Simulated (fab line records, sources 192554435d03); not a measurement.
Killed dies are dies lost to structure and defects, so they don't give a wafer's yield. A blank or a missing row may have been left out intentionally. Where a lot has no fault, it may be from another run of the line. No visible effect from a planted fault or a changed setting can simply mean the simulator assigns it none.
2 desks looking at one fault || flow n5Finfet || numbers are kept per desk, each desk with only its own; the story behind them comes last

THE METROLOGY DESK
What the gauges read for every lot (on any tool): the sampled wafers with a number, averaged. Any lot whose mean is over 4 standard deviations away from the usual mean is out of limits and marked OUT; that distance is given in the brackets.
Columns: A = MIM_BOT_OVL at N5_MIM_BOT_LITHO_OVL_MEAS_11, usual -1 nm; B = PASS_OPEN_OVL at N5_PASSIVATION_OVL_MEAS_66, usual -1 nm
{"lot": "L998", "first seen here": "day 12 20:47", "A": -0, "B": 1}
{"lot": "L999", "first seen here": "day 12 20:57", "A": -1, "B": 0}
{"lot": "L102", "first seen here": "day 13 17:52", "A": -2, "B": -3}
{"lot": "L101", "first seen here": "day 13 23:27", "A": 5, "B": -9}
{"lot": "L105", "first seen here": "day 15 01:46", "A": 4, "B": -3}
{"lot": "L106", "first seen here": "day 15 11:58", "A": 1, "B": 2}
{"lot": "L107", "first seen here": "day 16 09:56", "A": 1, "B": -2}
{"lot": "L108", "first seen here": "day 17 03:29", "A": -4, "B": 1}
{"lot": "L110", "first seen here": "day 17 11:38", "A": 4, "B": -9}
{"lot": "L116", "first seen here": "day 18 03:25", "A": 5, "B": 6}
{"lot": "L118", "first seen here": "day 18 07:29", "A": 5, "B": 6}
{"lot": "L119", "first seen here": "day 19 10:25", "A": -1, "B": -1}
This desk's finding: nothing out of limits on any of the 12 lots.

TOOL OWNER'S DESK, rieDiel-04
The tool's own readings at N5_MOL_CONTACT_COAG_ETCH_67 (etches SOC in N2/H2, target depth 60 nm, overetch 21 nm, time 101.2 s): means of the sampled wafers that have a number, for each lot that ran on this tool. Any lot whose mean is over 4 standard deviations away from the usual mean is out of limits and marked OUT; that distance is given in the brackets. Shown here are 7 of its 8 readings, the ones lying furthest out on some lot.
Columns: A = chamberPressureMTorr at N5_MOL_CONTACT_COAG_ETCH_67, usual 30.002 mTorr; B = drypumpMotorCurrentA at N5_MOL_CONTACT_COAG_ETCH_67, usual 5.6 A; C = h2FlowSccm at N5_MOL_CONTACT_COAG_ETCH_67, usual 200.0 sccm; D = oesProductAu at N5_MOL_CONTACT_COAG_ETCH_67, usual 0.67 a.u.; E = showerheadPlenumPTorr at N5_MOL_CONTACT_COAG_ETCH_67, usual 2.59 Torr; F = tempC at N5_MOL_CONTACT_COAG_ETCH_67, usual 39.99 C; G = throttleValvePct at N5_MOL_CONTACT_COAG_ETCH_67, usual 17.6 %
{"lot": "L999", "first seen here": "day 5 11:53", "A": 29.991, "B": 5.8, "C": 200.0, "D": 0.61, "E": 2.54, "F": 39.95, "G": 17.8}
{"lot": "L101", "first seen here": "day 5 22:43", "A": 30.025, "B": 5.9, "C": 199.1, "D": 0.61, "E": 2.58, "F": 39.92, "G": 17.9}
{"lot": "L105", "first seen here": "day 6 22:40", "A": 30.014, "B": 6.0, "C": 200.2, "D": 0.62, "E": 2.55, "F": 40.05, "G": 18.0}
{"lot": "L107", "first seen here": "day 7 11:43", "A": 29.989, "B": 5.9, "C": 200.1, "D": 0.74, "E": 2.61, "F": 39.98, "G": 17.5}
{"lot": "L108", "first seen here": "day 7 23:54", "A": 29.998, "B": 6.1, "C": 199.8, "D": 0.67, "E": 2.58, "F": 39.92, "G": 17.8}
{"lot": "L110", "first seen here": "day 8 08:47", "A": 30.011, "B": 5.9, "C": 200.2, "D": 0.66, "E": 2.57, "F": 40.10, "G": 17.7}
This desk's finding: nothing out of limits on any of the 6 lots.

TAKEN TOGETHER
The metrology desk saw nothing out of limits.
The desk of the tool owner found nothing out of limits.

WHAT WAS PUT IN BY THE SIMULATOR
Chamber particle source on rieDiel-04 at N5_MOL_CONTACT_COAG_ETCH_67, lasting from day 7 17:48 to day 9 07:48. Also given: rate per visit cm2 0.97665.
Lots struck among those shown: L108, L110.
